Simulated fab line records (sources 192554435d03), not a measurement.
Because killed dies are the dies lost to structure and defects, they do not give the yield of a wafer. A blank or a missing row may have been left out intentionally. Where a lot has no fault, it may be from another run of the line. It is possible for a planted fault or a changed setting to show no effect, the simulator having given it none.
fab line records    flow n5Finfet
record: lots: 5  wafers: 15  lastDay: 15
route steps=1938 shown BEOL_M2@921 BEOL_M3@931 BEOL_M4@1111 PASSIVATION@1936
lots untouched by any fault: they come from a run of this same line in which no faults occurred
startH: start of the lot's first displayed wafer, in hours after the record's first day    waitH: hours elapsed since this lot's preceding step    " identical to the entry in the row above    L1.1+2: a single row standing in for several wafers    - either no value or no given start    * or withheld: withheld    < > ~ a bound
route shown NAME@n: a module of which the file shows steps, and the number in the route of the first    usual: the fault-free wafers' mean and standard deviation    same: alike in all rows    chamber/n: place in a boat    sites: each site's reading    _std_site: the standard deviation of these    _edge_site: outer sites' mean less inner sites'    radiusMm: for every site, how far away it sits from the centre of the wafer    mask NAME#n: copy n    behind: tool/chamber where the wafer was last shaped    hold: why the lot was held/for how many hours/how that ended    device: the transistor (n, p or np) that didn't switch    end of line: at the end of the route, the tests of the same wafers    a step given without rows: its recipe and nothing more    killed: at the first sort, the dies lost to defects and structure; wafer yield is something else    map: a wafer's dies, x killed, . not, _ none there
set.NAME: the setting as run; set.NAME@STEP: as run at that earlier step    model.NAME: the simulator's own value behind a step, which no gauge read
lots at selected steps of the route; one table per step, one row per wafer
services: from which hour (startH, from the record's first day; less than 0 if before it) a tool's chamber was out of use, for how many hours, and why
== steps ==
step: N5_BEOL_M2_ECD_50
recipe: material: Cu  targetThkA: 3000
step: N5_BEOL_M2_ANNEAL_51
recipe: tempC: 225  timeS: 90  ambient: N2
usual: wafer_temp_C_max: 226.20/0.27
lot.wafer  tool          chamber  startH  waitH  wafer_temp_C_max
L139.1     rtpAnneal-02  0        154.30  0.3    226.18
L139.2     "             0        "       "      225.71
L139.5     "             0        "       "      225.83
L140.1     rtpAnneal-02  0        154.57  0.1    226.34
L140.2     "             0        "       "      226.19
L140.3     "             0        "       "      226.43
L149.2     rtpAnneal-01  0        219.87  0.2    226.18
L149.4     "             0        "       "      226.08
L149.6     "             0        "       "      226.19
L152.1     rtpAnneal-01  0        238.25  0.1    226.73
L152.2     "             0        "       "      226.23
L152.6     "             0        "       "      226.93
L154.3     rtpAnneal-02  0        249.14  0.1    225.76
L154.5     "             0        "       "      226.04
L154.6     "             0        "       "      226.00
step: N5_BEOL_M2_CMP_52
recipe: stopOn: SiOC  tOverpolishS: 6.8  downForcePsi: 1  platenRpm: 50  clearingPlatenDownForcePsi: 1.5  clearingPlatenRpm: 50  postCmpClean: cuAlkaline  targetThkNm: 40  clearingPlatenPadVelocityMS: 0.99484  padVelocityMS: 0.99484
usual: barrierFieldEndpointS: 24.8/0.52  motorCurrentA: 6.2/0.58  overpolishRunS: 6.801/0.0089  timeToEndpointS: 62.6/2.4
lot.wafer  tool    chamber  startH  waitH  barrierFieldEndpointS  motorCurrentA  overpolishRunS  timeToEndpointS
L139.1     cmp-03  0        154.60  0.3    24.6                   6.7            6.792           64.1
L139.2     "       1        "       "      24.3                   7.0            6.809           65.3
L139.5     "       1        "       "      24.7                   7.1            6.807           66.8
L140.1     cmp-02  2        154.91  0.3    25.0                   6.0            6.794           63.2
L140.3     "       3        "       "      24.6                   6.5            6.795           62.8
L140.2     "       0        "       "      25.4                   6.1            6.796           64.7
L149.2     cmp-02  3        220.14  0.2    24.8                   6.4            6.794           63.3
L149.4     "       0        "       "      25.3                   6.3            6.821           63.2
L149.6     "       3        "       "      25.0                   6.6            6.812           62.2
L152.1     cmp-03  0        238.55  0.3    24.2                   6.3            6.794           57.4
L152.2     "       2        "       "      23.8                   5.8            6.798           55.5
L152.6     "       1        "       "      24.6                   7.0            6.804           56.5
L154.3     cmp-02  1        249.39  0.2    24.0                   5.2            6.799           65.5
L154.5     "       0        "       "      24.5                   6.9            6.793           63.2
L154.6     "       1        "       "      24.6                   5.1            6.811           62.8
step: N5_BEOL_M2_THK_MEAS_53
recipe: thkMeasGauge: xrf  reads: Cu_of_BEOL_M2_ECD_50
usual: M2_THK: 40.8/1.3
lot.wafer  tool          chamber  startH  waitH  M2_THK[nm]
L139.1     filmMetro-02  -        154.89  -      40.8
L139.2     "             -        "       "      39.7
L139.5     "             -        "       "      40.0
L140.1     filmMetro-01  -        155.16  -      41.9
L140.2     "             -        "       "      39.5
L140.3     "             -        "       "      41.3
L149.2     filmMetro-01  -        220.44  -      41.6
L149.4     "             -        "       "      39.5
L149.6     "             -        "       "      40.6
L152.1     filmMetro-01  -        238.84  -      41.7
L152.2     "             -        "       "      40.8
L152.6     "             -        "       "      39.5
L154.3     filmMetro-02  -        249.65  -      41.8
L154.5     "             -        "       "      39.1
L154.6     "             -        "       "      42.1
step: N5_BEOL_M2_PRE_CLEAN_60
recipe: gas: NH3/H2  timeS: 15  tempC: *  rfPowerW: 300
step: N5_BEOL_M2_CO_CAP_55
recipe: material: Co  targetThkA: 20  tempC: 200  precursor: CCTBA/H2  pressureTorr: 30  timeS: 102.1
usual: heaterPowerW: 223/26
lot.wafer  tool      chamber  startH  waitH  heaterPowerW  sinceWetCleanH
L139.1     cvdCo-01  0        154.97  0.0    181           915
L139.2     "         1        "       "      218           15
L139.5     "         1        "       "      219           -
L140.1     cvdCo-02  1        155.24  0.0    209           1134
L140.2     "         0        "       "      229           697
L140.3     "         2        "       "      252           237
L149.2     cvdCo-01  1        220.52  0.0    215           80
L149.4     "         2        "       "      258           -
L149.6     "         0        "       "      182           -
L152.1     cvdCo-02  1        238.92  0.0    202           1218
L152.2     "         0        "       "      230           780
L152.6     "         0        "       "      228           -
L154.3     cvdCo-01  1        249.72  0.0    227           109
L154.5     "         0        "       "      182           -
L154.6     "         1        "       "      222           -
step: N5_BEOL_M2_PRE_CLEAN_56
recipe: gas: NH3  timeS: 15  tempC: withheld  rfPowerW: 300
step: N5_BEOL_M2_DEP_57
recipe: material: SiCN  targetThkA: 80  tempC: withheld  precursor: 3MS/NH3  pressureTorr: 3  rfW: 202  timeS: 14
usual: rfFwdPowerW: 199.3/0.83  showerheadPlenumPTorr: 3.668/0.008  throttleValvePct: 8.9/0.56
lot.wafer  tool      chamber  startH  waitH  rfFwdPowerW  showerheadPlenumPTorr  sinceWetCleanH  throttleValvePct
L139.1     pecvd-03  2        155.10  0.0    199.9        3.671                  105             8.6
L139.2     "         0        "       "      199.8        3.661                  859             9.0
L139.5     "         2        "       "      200.8        3.663                  -               8.2
L140.1     pecvd-01  1        155.36  0.0    199.3        3.678                  1947            9.2
L140.2     "         2        "       "      201.4        3.666                  468             8.1
L140.3     "         0        "       "      200.8        3.675                  1222            8.6
L149.2     pecvd-01  0        220.63  0.0    198.3        3.666                  1287            8.3
L149.4     "         0        "       "      198.3        3.672                  -               8.3
L149.6     "         1        "       "      197.6        3.682                  -               8.9
L152.1     pecvd-04  2        239.04  0.0    199.1        3.650                  350             8.5
L152.2     "         1        "       "      198.4        3.664                  1849            9.3
L152.6     "         0        "       "      200.5        3.675                  -               9.6
L154.3     pecvd-03  0        249.84  0.0    198.7        3.667                  954             9.2
L154.5     "         2        "       "      200.1        3.666                  -               8.6
L154.6     "         1        "       "      199.1        3.669                  -               9.9
step: N5_BEOL_M2_RS_MEAS_58
recipe: thkMeasGauge: four-point-probe  reads: Co_of_BEOL_M2_CO_CAP_55+Cu_of_BEOL_M2_ECD_50+Co_of_BEOL_M2_CVD_47+TaN_of_BEOL_M2_ALD_84
usual: M2_RS: 0.671/0.028
lot.wafer  tool          chamber  startH  waitH  M2_RS[ohm/sq]
L139.1     filmMetro-02  -        155.18  0.1    0.661
L139.2     "             -        "       "      0.687
L139.5     "             -        "       "      0.683
L140.1     filmMetro-01  -        155.42  0.0    0.663
L140.2     "             -        "       "      0.711
L140.3     "             -        "       "      0.674
L149.2     filmMetro-02  -        220.70  0.1    0.652
L149.4     "             -        "       "      0.700
L149.6     "             -        "       "      0.672
L152.1     filmMetro-01  -        239.10  0.0    0.641
L152.2     "             -        "       "      0.663
L152.6     "             -        "       "      0.685
L154.3     filmMetro-01  -        249.91  0.1    0.652
L154.5     "             -        "       "      0.714
L154.6     "             -        "       "      0.646
step: N5_BEOL_M2_INSPECT_59
recipe: inspectInstrument: darkfield  mode: postDep
usual: rawDefectCount: 72/26
lot.wafer  tool              chamber  startH  waitH  rawDefectCount
L139.1     defectInspect-02  -        155.21  0.0    61
L139.2     "                 -        "       "      32
L139.5     "                 -        "       "      81
L140.1     defectInspect-02  -        155.45  0.0    56
L140.2     "                 -        "       "      61
L140.3     "                 -        "       "      38
L149.2     defectInspect-01  -        220.73  0.0    125
L149.4     "                 -        "       "      118
L149.6     "                 -        "       "      111
L152.1     defectInspect-02  -        239.13  0.0    51
L152.2     "                 -        "       "      47
L152.6     "                 -        "       "      57
L154.3     defectInspect-01  -        249.93  0.0    67
L154.5     "                 -        "       "      74
L154.6     "                 -        "       "      57
step: N5_BEOL_M3_ILD_DEP_00
recipe: material: SiOC  targetThkA: 790  tempC: 350  precursor: DEMS/O2  pressureTorr: 5  rfW: 500  timeS: 15.3
step: N5_BEOL_M3_THK_MEAS_01
recipe: reads: SiOC_of_BEOL_M3_ILD_DEP_00
usual: M3_ILD_THK: 79.2/1.1
lot.wafer  tool          chamber  startH  waitH  M3_ILD_THK[nm]
L139.1     filmMetro-01  -        155.31  0.0    78.1
L139.2     "             -        "       "      78.7
L139.5     "             -        "       "      80.3
L140.1     filmMetro-02  -        155.55  0.0    78.7
L140.2     "             -        "       "      77.6
L140.3     "             -        "       "      78.5
L149.2     filmMetro-01  -        220.83  0.1    77.4
L149.4     "             -        "       "      78.7
L149.6     "             -        "       "      79.3
L152.1     filmMetro-01  -        239.25  0.1    79.3
L152.2     "             -        "       "      77.5
L152.6     "             -        "       "      80.4
L154.3     filmMetro-02  -        250.04  0.1    79.3
L154.5     "             -        "       "      80.0
L154.6     "             -        "       "      79.3
step: N5_BEOL_M3_PECVD_72
recipe: material: SiO2  targetThkA: 160  tempC: 400  precursor: TEOS/O2  pressureTorr: 5.5  rfW: 450  teosFlowSccm: 53.8  gas: O2  flowSccm: 3000  timeS: 18
usual: heaterPowerW: 720/140  rfFwdPowerW: 444.6/1.8  showerheadPlenumPTorr: 8.796/0.028  throttleValvePct: 22.4/1.7
lot.wafer  tool      chamber  startH  waitH  heaterPowerW  rfFwdPowerW  showerheadPlenumPTorr  sinceWetCleanH  throttleValvePct
L139.1     pecvd-02  1        155.35  0.0    428           442.9        8.810                  1403            25.8
L139.2     "         0        "       "      734           442.8        8.807                  678             21.4
L139.5     "         2        "       "      596           449.4        8.891                  -               22.8
L140.1     pecvd-03  2        155.59  0.0    945           442.0        8.788                  105             20.9
L140.2     "         0        "       "      618           443.5        8.784                  859             22.4
L140.3     "         0        "       "      624           444.3        8.797                  -               22.7
L149.2     pecvd-03  2        220.87  0.0    1035          447.3        8.765                  171             20.9
L149.4     "         1        "       "      722           441.9        8.821                  -               24.9
L149.6     "         0        "       "      616           445.2        8.795                  -               22.9
L152.1     pecvd-03  0        239.29  0.0    647           445.4        8.788                  943             22.9
L152.2     "         2        "       "      926           445.7        8.785                  189             21.0
L152.6     "         1        "       "      698           445.2        8.828                  -               24.9
L154.3     pecvd-01  2        250.07  0.0    766           448.9        8.827                  562             20.1
L154.5     "         2        "       "      756           446.8        8.785                  -               20.2
L154.6     "         0        "       "      701           445.6        8.783                  -               20.7
step: N5_BEOL_M3_HM_DEP_02
recipe: material: TiN  targetThkA: 200  tempC: 25  chamberPressurePa: 0.49996
usual: throttleValvePct: 30.3/0.95
lot.wafer  tool           chamber  startH  waitH  throttleValvePct
L139.1     pvdSputter-02  -        155.73  0.4    31.5
L139.2     "              -        "       "      31.4
L139.5     "              -        "       "      31.3
L140.1     pvdSputter-03  -        158.31  2.7    29.3
L140.2     "              -        "       "      27.9
L140.3     "              -        "       "      30.3
L149.2     pvdSputter-02  -        222.73  1.8    31.3
L149.4     "              -        "       "      31.3
L149.6     "              -        "       "      31.6
L152.1     pvdSputter-02  -        240.15  0.8    30.1
L152.2     "              -        "       "      31.4
L152.6     "              -        "       "      31.4
L154.3     pvdSputter-01  -        250.36  0.3    29.7
L154.5     "              -        "       "      31.3
L154.6     "              -        "       "      29.9
step: N5_BEOL_M3_COAT_61
recipe: resist: SOC  tempC: 250  timeS: 60  spinRpm: 1500  resistThkNm: 60
step: N5_BEOL_M3_COAT_62
recipe: resist: SiARC  tempC: 220  timeS: 60  spinRpm: 1500  resistThkNm: 12
step: N5_BEOL_M3_COAT_73
recipe: resist: underlayer  tempC: 205  timeS: 60  spinRpm: 1500  resistThkNm: 5
step: N5_BEOL_M3_COAT_05
recipe: resist: CAR-EUV  spinRpm: 1500  resistThkNm: 30
step: N5_BEOL_M3_EBR_07
recipe: solvent: PGMEA  ebrWidthMm: 1.5
step: N5_BEOL_M3_SOFTBAKE_06
recipe: tempC: 110  timeS: 60  resist: CAR-EUV
step: N5_BEOL_M3_EXPOSE_08
recipe: maskId: M3  na: 0.33  sourceShape: dipole  sigmaInner: 0.369  sigmaOuter: 0.767  polarization: unpolarized  doseMj: 33
step: N5_BEOL_M3_PEB_09
recipe: pebTempC: 100  pebTimeS: 60  resist: CAR-EUV
step: N5_BEOL_M3_DEVELOP_10
recipe: developTimeS: 30  developer: TMAH  resist: CAR-EUV  rinseLiquid: surfactantRinse  dry: airSpin  devTempC: 23
step: N5_BEOL_M3_CD_MEAS_11
recipe: targetCdNm: 17.05  landingEnergyEv: 500  detector: seInlens  polarity: opening
usual: cdNm: 17.05/0.22
lot.wafer  tool      chamber  startH  waitH  cdNm
L139.1     cdSem-01  0        156.25  -      17.18
L139.2     "         0        "       "      16.72
L139.5     "         0        "       "      16.63
L140.1     cdSem-03  0        158.70  -      17.16
L140.2     "         0        "       "      17.12
L140.3     "         0        "       "      16.68
L149.2     cdSem-03  0        223.12  -      17.32
L149.4     "         0        "       "      17.08
L149.6     "         0        "       "      16.78
L152.1     cdSem-01  0        240.67  -      16.92
L152.2     "         0        "       "      17.42
L152.6     "         0        "       "      16.62
L154.3     cdSem-03  0        250.87  -      16.66
L154.5     "         0        "       "      16.90
L154.6     "         0        "       "      17.74
step: N5_BEOL_M3_OVL_MEAS_12
recipe: pointsPerWafer: 522
usual: M3_OVL: -0.1/0.92
same: pointsPerWafer: 522
lot.wafer  tool        chamber  startH  waitH  M3_OVL[nm]
L139.1     overlay-01  0        156.28  0.0    -0.1
L139.2     "           0        "       "      0.6
L139.5     "           0        "       "      1.4
L140.1     overlay-01  0        158.73  0.0    0.5
L140.2     "           0        "       "      1.8
L140.3     "           0        "       "      1.3
L149.2     overlay-01  0        223.15  0.0    -1.2
L149.4     "           0        "       "      -0.7
L149.6     "           0        "       "      0.2
L152.1     overlay-02  0        240.70  0.0    -0.3
L152.2     "           0        "       "      0.6
L152.6     "           0        "       "      0.7
L154.3     overlay-02  0        250.91  0.0    -1.0
L154.5     "           0        "       "      -0.6
L154.6     "           0        "       "      -0.6
step: N5_BEOL_M3_INSPECT_13
recipe: mode: adi  inspectInstrument: brightfield
usual: rawDefectCount: 396/85
lot.wafer  tool              chamber  startH  waitH  rawDefectCount
L139.1     defectInspect-02  -        156.34  0.1    435
L139.2     "                 -        "       "      309
L139.5     "                 -        "       "      376
L140.1     defectInspect-01  -        158.79  0.1    386
L140.2     "                 -        "       "      380
L140.3     "                 -        "       "      314
L149.2     defectInspect-01  -        223.20  0.0    501
L149.4     "                 -        "       "      486
L149.6     "                 -        "       "      381
L152.1     defectInspect-01  -        240.76  0.1    619
L152.2     "                 -        "       "      437
L152.6     "                 -        "       "      1445
L154.3     defectInspect-01  -        250.96  0.0    424
L154.5     "                 -        "       "      601
L154.6     "                 -        "       "      382
step: N5_BEOL_M3_DESCUM_16
recipe: chemistry: O2  timeS: 7  sourcePowerW: 50  biasPowerW: 20  pressureMtorr: 20  rfFrequencyHz: 2.712e+07  tempC: 40  resist: CAR-EUV  o2FlowSccm: 225
step: N5_BEOL_M4_RC_MEAS_101
usual: DIBL_N: 36.2/1.5  DIBL_P: 36.2/1.7  IOFF_N: 0.155/0.021  IOFF_P: 0.216/0.026  ION_N: 674/11  ION_P: 464/6.8  SS_N: 71.5/0.56  SS_P: 73.3/0.6  VT_N: 250.2/2.6  VT_P: -249.3/2.5
lot.wafer  tool       chamber  startH  waitH  DIBL_N[mV/V]  DIBL_P[mV/V]  IOFF_N[nA/um]  IOFF_P[nA/um]  ION_N[uA/um]  ION_P[uA/um]  SS_N[mV/dec]  SS_P[mV/dec]  VT_N[mV]  VT_P[mV]
L140.1     prober-02  0        178.06  0.0    35.3          34.3          0.126          0.179          664           455           70.8          73.2          252.3     -251.4
L140.2     "          0        "       "      34.9          33.7          0.126          0.172          663           455           71.4          73.0          253.0     -253.8
L140.3     "          0        "       "      34.8          34.2          0.112          0.171          653           450           71.3          72.7          254.8     -251.1
L139.1     prober-01  0        178.33  0.0    36.2          36.7          0.176          0.236          684           461           72.4          73.6          247.2     -246.5
L139.2     "          0        "       "      34.7          34.3          0.140          0.201          678           463           71.4          74.0          251.6     -250.2
L139.5     "          0        "       "      35.4          35.3          0.153          0.210          677           464           71.8          73.5          249.3     -249.5
L149.2     prober-02  0        241.21  0.2    36.7          36.8          0.158          0.241          679           470           71.4          72.6          248.9     -245.2
L149.4     "          0        "       "      35.6          35.2          0.140          0.219          678           468           70.7          72.4          252.5     -247.7
L149.6     "          0        "       "      36.0          36.1          0.139          0.227          676           474           70.7          72.2          250.7     -248.8
L152.1     prober-01  0        258.57  0.0    36.8          36.9          0.143          0.209          668           463           71.6          73.2          254.0     -250.6
L152.2     "          0        "       "      36.8          36.8          0.154          0.209          672           456           71.5          73.4          251.8     -251.0
L152.6     "          0        "       "      37.7          38.1          0.171          0.222          664           454           71.5          73.3          252.9     -249.7
L154.3     prober-01  0        271.46  0.3    38.9          38.7          0.213          0.273          674           463           72.2          75.0          246.9     -244.7
L154.5     "          0        "       "      37.7          37.6          0.184          0.259          681           470           71.6          73.5          248.7     -245.1
L154.6     "          0        "       "      35.6          36.0          0.155          0.222          683           473           71.5          73.6          248.5     -245.9
step: N5_PASSIVATION_PROBE_49
usual: defectLimitedYield: 91.3/1.3  killed_at_M0_to_M3: 32/11  killed_at_M4_up: 15/5.6  killedAtContacts: 12/6  killedAtFrontEnd: 40/11  killedAtOther: 3.5/2.6  killedDies: 102/15  killedOnRim: 13/3.4  killedOpen: 67/12  killedShort: 34/7.3  sort_bin_5_function: 5.1/0.85  sort_bin_6_memory: 3.2/0.61  sortNPass: 1078/15  sortYieldPct: 91.3/1.3
same: grossDies: 1180  killedAtBackSide: 0  sort_bin_4_leakage[%]: 0  sort_bin_8_speed[%]: 0
lot.wafer  tool       chamber  startH  waitH  defectLimitedYield[%]  killed_at_M0_to_M3  killed_at_M4_up  killedAtContacts  killedAtFrontEnd  killedAtOther  killedDies  killedOnRim  killedOpen  killedShort  sort_bin_5_function[%]  sort_bin_6_memory[%]  sortNPass  sortYieldPct[%]
L140.1     prober-02  -        288.11  0.3    92.8                   16                  17               8                 43                1              85          10           47          31           4.2                     2.3                   1095       92.8
L140.2     prober-02  -        288.16  0.4    90.5                   35                  16               10                47                4              112         17           77          30           6.0                     3.3                   1068       90.5
L140.3     prober-02  -        288.21  0.4    93.6                   22                  12               12                28                2              76          7            50          24           4.0                     2.1                   1104       93.6
L149.2     prober-02  -        339.97  0.1    92.7                   15                  19               14                33                5              86          11           50          36           4.6                     2.2                   1094       92.7
L149.4     prober-02  -        340.07  0.2    90.6                   44                  13               4                 49                1              111         11           73          38           5.0                     4.0                   1069       90.6
L152.1     prober-02  -        351.31  0.0    91.6                   41                  14               2                 41                1              99          10           72          25           4.4                     3.6                   1081       91.6
L152.2     prober-02  -        351.36  0.1    91.4                   41                  11               3                 39                8              102         18           69          29           5.3                     2.8                   1078       91.4
L152.6     prober-02  -        351.56  0.3    79.7                   180                 19               13                26                2              240         26           59          35           12.8                    5.0                   940        79.7
killed by level:class
L140.1 FIN_SAQP:geometricParticle:short=6 FIN_SAQP:geometricParticle:open=6 MOL_CONTACT_COAG:geometricParticle:open=6 HKMG_FIN:areaEtch=6 STI_FIN_REVEAL:geometricParticle:open=5 ILD0:geometricParticle:open=5 BEOL_M4:geometricParticle:open=4 BEOL_M3:geometricParticle:short=4
L140.2 STI_FIN_REVEAL:geometricParticle:open=14 BEOL_M3:geometricParticle:open=11 MOL_CONTACT_COAG:geometricParticle:open=10 BEOL_M1:geometricParticle:open=9 FIN_SAQP:geometricParticle:short=8 FIN_SAQP:geometricParticle:open=8 DUMMY_GATE:geometricParticle:open=6 BEOL_M5:geometricParticle:open=5
L140.3 MOL_CONTACT_COAG:geometricParticle:open=9 DUMMY_GATE:geometricParticle:open=7 ILD0:geometricParticle:open=6 FIN_SAQP:geometricParticle:short=5 BEOL_M4:geometricParticle:open=5 BEOL_M5:geometricParticle:open=4 BEOL_M2:geometricParticle:open=4 BEOL_M3:geometricParticle:open=4
L149.2 STI_FIN_REVEAL:geometricParticle:open=10 MOL_CONTACT_COAG:geometricParticle:open=10 BEOL_M4:geometricParticle:short=7 BEOL_M4:geometricParticle:open=5 FIN_SAQP:geometricParticle:short=4 DUMMY_GATE:geometricParticle:open=4 MOL_CONTACT_COAG:geometricParticle:short=4 BEOL_M5:geometricParticle:open=4
L149.4 STI_FIN_REVEAL:geometricParticle:open=17 BEOL_M2:geometricParticle:open=12 BEOL_M0_SAQP:geometricParticle:short=7 FIN_SAQP:geometricParticle:open=6 DUMMY_GATE:geometricParticle:open=6 BEOL_M0_SAQP:geometricParticle:open=6 BEOL_M1:geometricParticle:open=6 BEOL_M4:geometricParticle:short=6
L152.1 STI_FIN_REVEAL:geometricParticle:open=15 BEOL_M0_SAQP:geometricParticle:open=14 BEOL_M0_SAQP:geometricParticle:short=11 FIN_SAQP:geometricParticle:open=10 BEOL_M3:geometricParticle:open=6 FIN_SAQP:geometricParticle:short=4 BEOL_M2:geometricParticle:open=4 BEOL_M4:geometricParticle:open=4
L152.2 BEOL_M0_SAQP:geometricParticle:open=13 STI_FIN_REVEAL:geometricParticle:open=11 BEOL_M3:geometricParticle:open=10 FIN_SAQP:geometricParticle:open=8 BEOL_M0_SAQP:geometricParticle:short=7 DUMMY_GATE:geometricParticle:open=5 FIN_SAQP:geometricParticle:short=4 BEOL_M3:geometricParticle:short=4
L152.6 BEOL_M3:unspecified=145 MOL_CONTACT_COAG:geometricParticle:open=11 BEOL_M0_SAQP:geometricParticle:open=9 BEOL_M0_SAQP:geometricParticle:short=9 GATE_CUT:geometricParticle:short=6 BEOL_M3:geometricParticle:open=6 BEOL_M2:geometricParticle:open=5 BEOL_M7:geometricParticle:open=5
map L152.6 (x killed, . not)
_________________..........x.________________
______________.................._____________
___________....x.................x.__________
__________x.............x....x......_________
________x.............x...x..........._______
_______.x..............................______
______............x....................._____
_____.....x.....x..............x.........____
____..........xx...x....x....x....x.......___
___.........................x..........x.x.__
___..x....x..x..........xx..........x....xx__
__.....................x.....x.............._
__.....x....x..............x....x..........._
_.........................................x..
_........x.......x....x..x......x.........x..
_...x...................x......x.............
_.......x.........x.............x....x....x..
_............................x.x.............
_.........x........x............x....x....x.x
_.....x........x.x....x.....xx.xxxx.xxxxx.x..
_..........x.......xx.x...x.x.xxxxxxxxx.x....
__........x.......x...xx.x..xxxxxxxxxxxx..xx_
__................x......x.xxxxxxxxxxxxx...._
___.....x...........x....xxxxxxxxxxxxxxxxx.__
___.......x...x....x....x.xxxxxxxxxxxxxx.x.__
____.......x...........xx.x.xxxxxxxxxxxxx.___
_____......................xxxxxxxxxxxx..____
______...................xxxxxxxxxxxxxxx_____
_______..........x.....x...x.xx.xxxxxxx______
________.x........x........x..xxx.xxx._______
__________....................x...xx_________
___________..xx......x.......x.xx.x__________
______________.................._____________
_________________....x.......________________
map L140.2 (x killed, . not)
_________________.........x..________________
______________x.........x......._____________
___________.x.....x........x.......__________
__________...........x..x.....xx.x.._________
________...x....x....................._______
_______..........x.x.......x...x......x______
______.x....x.x..x......................_____
_____.................x...........x...xx.____
____.x....x.........xx.....x.........x....___
___...x.........................x..........__
___........................x..x.x..........__
__x...............x...........x.......x....._
__......x....x.....................x..x....x_
_..x....x.......x..x.....x...................
_....x.......x...............................
_..............x...x......x..................
_x....x.........................x.......x....
_...xx....................x...........x......
_..............................x.............
_......x.......x...x.....x...................
_....................x..........x.......x.x..
__......x.........x..........x...x.........._
__........x............x.x....x.x..........._
___x.................x.........x...........__
___.......x.x.x..............xxx...........__
____......x...........x.x.................___
_____..............x...xx................____
______..x................x.............._____
_______.........x........x.............______
________x..........x.............x...._______
__________.....x...................._________
___________.x..............x.......__________
______________.........x.....x.._____________
_________________..x....x...x________________
== services ==
tool      chamber  startH  hours  kind
pecvd-03  0        132.12  5.7    repair
pecvd-01  1        133.41  2.1    scheduledDown
pecvd-03  -        139.98  6.0    pm
cmp-02    -        140.25  1.0    repair
pecvd-02  1        141.12  5.5    scheduledDown
pecvd-03  1        152.44  14.4   repair
cvdCo-01  1        164.20  16.8   repair
pecvd-04  -        166.20  2.8    pm
cmp-03    -        171.20  1.1    repair
pecvd-01  2        174.39  2.1    scheduledDown
pecvd-01  2        179.53  17.8   repair
cmp-02    -        179.64  2.0    repair
pecvd-02  1        180.61  3.7    repair
cvdCo-02  -        202.36  0.9    repair
pecvd-02  2        202.38  -      clean
pecvd-02  2        202.38  -      consumableReplace:showerhead
pecvd-01  -        203.10  0.7    repair
cmp-03    -        215.10  5.7    pm
cmp-02    -        222.81  3.8    repair
pecvd-03  1        223.28  2.1    scheduledDown
cmp-03    -        224.84  4.0    pm
cmp-03    -        228.84  -      consumableReplace:conditioner
cmp-03    -        228.84  -      consumableReplace:pad
pecvd-02  2        239.02  2.2    repair
== key ==
firstSign: step: N5_BEOL_M3_INSPECT_13  reading: rawDefectCount  direction: up  sigmas: 12  usual: 396  struck: 1445
effect: step: N5_PASSIVATION_PROBE_49  reading: killed_at_M0_to_M3  direction: up  sigmas: 14  usual: 32  struck: 180
moreKillsBornAt: N5_BEOL_M3_PECVD_72@pecvd-03: 145
metAt N5_BEOL_M3_PECVD_72
struckWafers L152.6
onsetBetween 220.87 239.29
fault: kind: chamberParticleSource  tool: pecvd-03  chamber: 1  onsetH: 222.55  steps: N5_BEOL_M3_PECVD_72  ratePerVisitCm2: 1.547  endH: 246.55
